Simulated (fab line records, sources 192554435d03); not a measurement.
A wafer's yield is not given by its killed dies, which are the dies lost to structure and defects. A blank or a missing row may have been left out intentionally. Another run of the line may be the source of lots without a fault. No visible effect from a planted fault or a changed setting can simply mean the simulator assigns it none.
A struck lot beside a sound one + flow n5_finfet + 37 out of 1938 route steps
Sound: wafers L761.1, L761.3, L761.5. Wafers L767.2, L767.4, L767.6 were the ones struck. At the end, the cause is stated.
At each step with rows: each side's tool, then ch and its chambers, then its first start. Under that, the readings that differ: sound wafers + struck wafers + difference of the means + sigmas: that difference in standard deviations of wafers without a fault.
alike: readings with means less than 2 such deviations apart, plus words and numbers identical on both sides. not compared: withheld readings, readings lacking a value on some wafer, bounds such as >300 that could conceal the same value, and numbers that have no deviation in the record and whose values overlap.
The two part at a step that has a row with sigmas, a row that says differs or no value, or rows on one side only. Numbers that don't overlap but have no deviation are shown without sigmas and don't part them. A reading missing from all wafers of one side parts the sides only when that side holds two or more wafers.

first, 9 steps without rows for these wafers: N5_BEOL_M4_ANNEAL_95 (time 240 s); N5_BEOL_M4_SPUTTER_96 (material Cu, target thk 4.5 nm, time 8.29 s); N5_BEOL_M4_ECD_50 (material Cu, target thk 300 nm); N5_BEOL_M4_ANNEAL_51 (time 90 s); N5_BEOL_M4_CMP_52 (polishes, stops on SiOC, t overpolish 6.8 s, target thk 40 nm); N5_BEOL_M4_PRE_CLEAN_60 (time 15 s); N5_BEOL_M4_CO_CAP_55 (material Co, precursor CCTBA/H2, target thk 2 nm, time 102.1 s); N5_BEOL_M4_PRE_CLEAN_56 (time 15 s); N5_BEOL_M4_DEP_57 (deposits SiCN from 3MS/NH3, target thk 8 nm, time 14 s).
N5_BEOL_M4_RC_MEAS_101:
  sound on prober-02 ch 0, day 13 11:52; struck on prober-01 ch 0, day 14 11:48
  alike: DIBL_N, DIBL_P, IOFF_N, IOFF_P, ION_N, ION_P, SS_N, SS_P, VT_N, VT_P
then, 24 steps without rows for these wafers: N5_BEOL_M5_ILD_DEP_00 (deposits SiCOH lowk from DEMS/porogen, target thk 140.64 nm, time 25.9 s); N5_BEOL_M5_CURE_79 (cures SiCOH lowk, time 240 s); N5_BEOL_M5_PECVD_70 (deposits SiO2 from TEOS/O2, target thk 16 nm, time 18 s); N5_BEOL_M5_HM_DEP_02 (deposits TiN, target thk 20 nm); N5_BEOL_M5_COAT_59 (time 60 s, resist thk 60 nm); N5_BEOL_M5_COAT_60 (time 60 s, resist thk 12 nm); N5_BEOL_M5_COAT_71 (time 60 s, resist thk 5 nm); N5_BEOL_M5_COAT_05 (resist thk 30 nm); N5_BEOL_M5_EBR_07; N5_BEOL_M5_SOFTBAKE_06 (time 60 s); N5_BEOL_M5_EXPOSE_08 (exposes mask M5, target cd 28 nm); N5_BEOL_M5_PEB_09 (peb time 60 s); N5_BEOL_M5_DEVELOP_10 (develop time 30 s); N5_BEOL_M5_DESCUM_16 (chemistry O2, time 7 s); N5_BEOL_M5_ETCH_72 (etches underlayer in N2/H2, target depth 6.5 nm, time 5.2 s); N5_BEOL_M5_ETCH_61 (etches SiARC in CF4, target depth 15.6 nm, time 26 s); N5_BEOL_M5_ETCH_62 (etches SOC in N2/H2, target depth 75 nm, overetch 15 nm, time 112.5 s); N5_BEOL_M5_STRIP_63 (strips in N2/H2); N5_BEOL_M5_STRIP_73 (strips in N2/H2); N5_BEOL_M5_STRIP_64 (strips in CF4); N5_BEOL_M5_HM_OPEN_17 (chemistry Cl2/BCl3, target TiN, target depth 20 nm, overetch 6 nm); N5_BEOL_M5_STRIP_19 (strips in O2); N5_BEOL_M5_COAT_65 (time 60 s, resist thk 60 nm); N5_BEOL_M5_COAT_66 (time 60 s, resist thk 12 nm).
-- record jumps: 3 days separate the struck wafers' starts on either side; left off in module BEOL_M5, taken up again in module BEOL_M11, whose first shown step is the route's number 1572 --
N5_BEOL_M11_ETCH_65: etches SiARC in CF4, target depth 39 nm, time 65 s.
  sound on rie_diel-02 ch 0,1,2, day 16 02:13; struck on rie_diel-02 ch 1,3, day 17 00:42
  no value came back on the struck wafers for any of 8 readings (bias_w (W), cf4_flow_sccm (sccm) and others); on the sound wafers bias_w (W) reads 35.76 36.04 35.86
| reading                                       | sound        | struck         | difference | sigmas |
|-----------------------------------------------|--------------|----------------|------------|--------|
| model.CAR-ArF_of_BEOL_M11_COAT_22.thk_nm (nm) | 55.8 55.6 56 | 83.6 83.4 83.4 | +27.7      |        |
  not compared: rf_hours_counter_h
N5_BEOL_M11_ETCH_66: etches SOC in N2/H2, target depth 120 nm, overetch 24 nm, time 180 s.
  sound on rie_diel-02 ch 0,1,2, day 16 02:16; struck on rie_diel-02 ch 1,3, day 17 00:45
| reading               | sound             | struck            | difference | sigmas |
|-----------------------|-------------------|-------------------|------------|--------|
| bias_w (W)            | 150.3 149.5 149.7 | 150.3 150.9 150.9 | +0.9       | +2     |
| oes_product_au (a.u.) | 0.62 0.63 0.57    | 0.35 0.29 0.29    | -0.30      | -6     |
  alike: chamber_pressure_mTorr, drypump_motor_current_A, rf_vpp_V, showerhead_plenum_p_Torr, throttle_valve_pct
  not compared: rf_hours_counter_h
-- here the record skips 2 days between the struck wafers' starts before and after, leaving off in module BEOL_M11 and picking up in module PASSIVATION (first step shown: number 1936 of the route) --
N5_PASSIVATION_PROBE_49:
  sound on prober-02 at day 18 11:35; struck on prober-02 at day 19 07:28
| reading                  | sound     | struck         | difference | sigmas      |
|--------------------------|-----------|----------------|------------|-------------|
| defect_limited_yield (%) | 91.0 89.4 | 0 0 0          | -90        | -60         |
| killed_at_M4_up          | 9 17      | 1060 1091 1105 | +1072      | +99 or more |
| killed_dies              | 106 125   | 1180 1180 1180 | +1064      | +59         |
| killed_on_rim            | 11 10     | 152 152 152    | +142       | +35         |
| killed_short             | 39 55     | 34 30 26       | -17        | -2          |
| sort_bin_5_function (%)  | 5.1 6.9   | 95.2 96.5 96.7 | +90.1      | +90         |
| sort_n_pass              | 1074 1055 | 0 0 0          | -1064      | -59         |
| sort_yield_pct (%)       | 91.0 89.4 | 0 0 0          | -90        | -60         |
  alike: killed_at_M0_to_M3, killed_at_contacts, killed_at_front_end, killed_at_other, killed_open, sort_bin_6_memory

WHERE THEY PART
Last at N5_PASSIVATION_PROBE_49 as far as this record goes, first at N5_BEOL_M11_ETCH_65.

WHY: what had been put in by the simulator
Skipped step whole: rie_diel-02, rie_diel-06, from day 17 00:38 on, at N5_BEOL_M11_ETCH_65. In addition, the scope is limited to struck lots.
